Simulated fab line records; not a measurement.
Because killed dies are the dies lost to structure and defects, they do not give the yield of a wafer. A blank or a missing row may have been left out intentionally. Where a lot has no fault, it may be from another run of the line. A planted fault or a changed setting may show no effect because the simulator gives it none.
Matching of chambers | flow n5 finfet | 3 sister chambers for N5_BEOL_M0_SAQP_PECVD_00 on pecvd-04
The step deposits SiCN from 3MS/NH3, target thk 8 nm, time 14 s. 6 wafers are shown with their chamber, then 9 later ones without.

## WAFERS WITH THEIR CHAMBER
wafer  | chamber | throttle valve pct (%) | showerhead plenum p Torr (Torr)
L087.1 | 1       | 8.6                    | 3.646
L089.3 | 2       | 8.8                    | 3.675
L089.6 | 1       | 8.8                    | 3.652
L090.3 | 0       | 9.4                    | 3.673
L090.4 | 0       | 9.2                    | 3.667
L090.5 | 2       | 8.6                    | 3.679

## WAFERS WITHOUT THEIR CHAMBER
wafer  | throttle valve pct (%) | showerhead plenum p Torr (Torr)
L094.1 | 8.6                    | 3.644
L094.2 | 9.5                    | 3.681
L094.5 | 9.5                    | 3.669
L095.2 | 9.2                    | 3.678
L095.5 | 9.4                    | 3.680
L095.6 | 8.7                    | 3.645
L096.2 | 9.2                    | 3.676
L096.4 | 9.5                    | 3.678
L096.5 | 9.0                    | 3.684

## EACH ONE'S CHAMBER
wafer  | from the rows above     | in truth
L094.1 | 1                       | 1
L094.2 | 0                       | 0
L094.5 | 0                       | 0
L095.2 | can't be placed: 0 or 2 | 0
L095.5 | 0                       | 0
L095.6 | 1                       | 1
L096.2 | can't be placed: 0 or 2 | 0
L096.4 | 0                       | 0
L096.5 | can't be placed: 2 or 0 | 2
Placed correctly: 6 of 9. From these rows, 3 cannot be placed; in 3 the true chamber is one of the candidates. Wrongly placed: 0.
How it was worked out, from the rows above alone: a wafer's distance from a chamber is the root of the sum, over the readings, of the square of ((its reading less the chamber's mean) divided by the reading's scatter). If the next closest chamber is less than 2 further off than the closest, the wafer can't be placed; otherwise it belongs to the closest. Each chamber's mean is taken over the wafers shown for it. How the scatter is found: for the shown wafers, subtract from each reading the mean of its chamber, square and add these, divide the total by (wafers less chambers), then take the root.
